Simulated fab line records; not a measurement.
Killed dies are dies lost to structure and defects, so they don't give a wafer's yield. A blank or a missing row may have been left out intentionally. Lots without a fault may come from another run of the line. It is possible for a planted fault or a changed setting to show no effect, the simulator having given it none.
Matching of chambers || flow n5 finfet || N5_BEOL_M1_ETCH_69 on rie diel-06 has 4 sister chambers
The step etches SiARC in CF4, target depth 15.6 nm, time 26 s. 14 wafers are shown with their chamber, then 7 later ones without.

== WAFERS PAIRED WITH THEIR CHAMBERS ==
{"wafer": "L075.2", "chamber": 3, "showerhead plenum p Torr (Torr)": 2.23, "throttle valve pct (%)": 15.45, "oes product au (a.u.)": 0.64}
{"wafer": "L075.4", "chamber": 2, "showerhead plenum p Torr (Torr)": 2.12, "throttle valve pct (%)": 15.95, "oes product au (a.u.)": 0.59}
{"wafer": "L075.5", "chamber": 3, "showerhead plenum p Torr (Torr)": 2.23, "throttle valve pct (%)": 15.47, "oes product au (a.u.)": 0.64}
{"wafer": "L077.1", "chamber": 1, "showerhead plenum p Torr (Torr)": 2.27, "throttle valve pct (%)": 15.23, "oes product au (a.u.)": 0.76}
{"wafer": "L077.4", "chamber": 0, "showerhead plenum p Torr (Torr)": 2.05, "throttle valve pct (%)": 15.61, "oes product au (a.u.)": 0.64}
{"wafer": "L077.6", "chamber": 3, "showerhead plenum p Torr (Torr)": 2.23, "throttle valve pct (%)": 15.46, "oes product au (a.u.)": 0.64}
{"wafer": "L083.1", "chamber": 2, "showerhead plenum p Torr (Torr)": 2.11, "throttle valve pct (%)": 15.99, "oes product au (a.u.)": 0.58}
{"wafer": "L083.2", "chamber": 1, "showerhead plenum p Torr (Torr)": 2.26, "throttle valve pct (%)": 15.26, "oes product au (a.u.)": 0.73}
{"wafer": "L083.4", "chamber": 1, "showerhead plenum p Torr (Torr)": 2.26, "throttle valve pct (%)": 15.26, "oes product au (a.u.)": 0.73}
{"wafer": "L086.2", "chamber": 3, "showerhead plenum p Torr (Torr)": 2.22, "throttle valve pct (%)": 15.50, "oes product au (a.u.)": 0.62}
{"wafer": "L086.3", "chamber": 0, "showerhead plenum p Torr (Torr)": 2.04, "throttle valve pct (%)": 15.63, "oes product au (a.u.)": 0.63}
{"wafer": "L086.4", "chamber": 2, "showerhead plenum p Torr (Torr)": 2.11, "throttle valve pct (%)": 15.99, "oes product au (a.u.)": 0.58}
{"wafer": "L093.2", "chamber": 3, "showerhead plenum p Torr (Torr)": 2.22, "throttle valve pct (%)": 15.50, "oes product au (a.u.)": 0.62}
{"wafer": "L093.4", "chamber": 0, "showerhead plenum p Torr (Torr)": 2.04, "throttle valve pct (%)": 15.67, "oes product au (a.u.)": 0.62}

SIGNATURES, as means of the wafers listed above
{"reading": "showerhead plenum p Torr", "chamber 0": 2.0433, "chamber 1": 2.2633, "chamber 2": 2.1133, "chamber 3": 2.2260, "scatter within a chamber": 0.00566}
{"reading": "throttle valve pct", "chamber 0": 15.6367, "chamber 1": 15.2500, "chamber 2": 15.9767, "chamber 3": 15.4760, "scatter within a chamber": 0.0238}
{"reading": "oes product au", "chamber 0": 0.6300, "chamber 1": 0.7400, "chamber 2": 0.5833, "chamber 3": 0.6320, "scatter within a chamber": 0.0116}
Rule: for a wafer and a chamber, the distance is found by dividing, reading by reading, the gap between the wafer's reading and the chamber's mean by the reading's scatter, squaring, summing and taking the root. If the next closest chamber is less than 2 further off than the closest, the wafer can't be placed; otherwise it belongs to the closest. How the scatter is found: for the shown wafers, subtract from each reading the mean of its chamber, square and add these, divide the total by (wafers less chambers), then take the root.

== WAFERS WITHOUT THEIR CHAMBER ==
{"wafer": "L093.6", "showerhead plenum p Torr (Torr)": 2.04, "throttle valve pct (%)": 15.69, "oes product au (a.u.)": 0.62}
{"wafer": "L094.2", "showerhead plenum p Torr (Torr)": 2.25, "throttle valve pct (%)": 15.30, "oes product au (a.u.)": 0.72}
{"wafer": "L094.5", "showerhead plenum p Torr (Torr)": 2.04, "throttle valve pct (%)": 15.67, "oes product au (a.u.)": 0.62}
{"wafer": "L094.6", "showerhead plenum p Torr (Torr)": 2.22, "throttle valve pct (%)": 15.50, "oes product au (a.u.)": 0.62}
{"wafer": "L097.1", "showerhead plenum p Torr (Torr)": 2.11, "throttle valve pct (%)": 15.53, "oes product au (a.u.)": 0.79}
{"wafer": "L097.4", "showerhead plenum p Torr (Torr)": 2.04, "throttle valve pct (%)": 15.68, "oes product au (a.u.)": 0.61}
{"wafer": "L097.5", "showerhead plenum p Torr (Torr)": 2.21, "throttle valve pct (%)": 15.54, "oes product au (a.u.)": 0.61}

== THE CHAMBER EACH PASSED THROUGH ==
{"wafer": "L093.6", "from the rows above": 0, "in truth": 0}
{"wafer": "L094.2", "from the rows above": 1, "in truth": 1}
{"wafer": "L094.5", "from the rows above": 0, "in truth": 0}
{"wafer": "L094.6", "from the rows above": 3, "in truth": 3}
{"wafer": "L097.1", "from the rows above": 0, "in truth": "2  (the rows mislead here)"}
{"wafer": "L097.4", "from the rows above": 0, "in truth": 0}
{"wafer": "L097.5", "from the rows above": 3, "in truth": 3}
Correct placement for 6 of the 7. Number that these rows cannot place: 0. Number placed wrongly: 1.
